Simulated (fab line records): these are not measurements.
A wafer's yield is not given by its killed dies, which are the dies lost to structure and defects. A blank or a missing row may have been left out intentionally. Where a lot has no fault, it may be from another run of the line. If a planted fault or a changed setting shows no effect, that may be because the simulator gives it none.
Chamber matching ; flow n5-finfet ; 3 sister chambers for N5_BEOL_M6_PECVD_70 on pecvd-03
The step deposits SiO2 from TEOS/O2, target thk 20 nm, time 22.7 s. 3 wafers are shown with their chamber, then 11 later ones without.

EACH WAFER AND ITS CHAMBER
wafer;chamber;throttle-valve-pct (%)
L087.3;2;21.0
L087.6;1;22.8
L088.1;0;23.4

WAFERS MISSING THEIR CHAMBER
wafer;throttle-valve-pct (%)
L088.5;22.9
L088.6;23.3
L089.3;20.9
L089.4;23.1
L089.5;20.8
L092.2;21.0
L092.3;22.6
L092.4;22.9
L097.1;23.1
L097.3;21.4
L097.4;23.0

EACH ONE'S CHAMBER
wafer;from the rows above;in truth
L088.5;can't be placed: 1 or 0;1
L088.6;can't be placed: 0 or 1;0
L089.3;2;2
L089.4;can't be placed: 0 or 1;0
L089.5;2;2
L092.2;2;2
L092.3;1;1
L092.4;can't be placed: 1 or 0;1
L097.1;can't be placed: 0 or 1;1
L097.3;2;2
L097.4;can't be placed: 1 or 0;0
5 of 11 placed correctly. Cannot be placed on the basis of these rows: 6; the candidates contain the true chamber in 6. Placed wrongly: 0.
How it was worked out, from the rows above alone: a wafer's distance from a chamber is the root of the sum, over the readings, of the square of ((its reading less the chamber's mean) divided by the reading's scatter). The wafer belongs to the nearest chamber; if the next one is less than 2 further off, it can't be placed. The mean given for a chamber averages the wafers shown for that chamber. The scatter: root of mean squared gap, hidden wafer to nearest shown wafer, with one shown wafer a chamber.
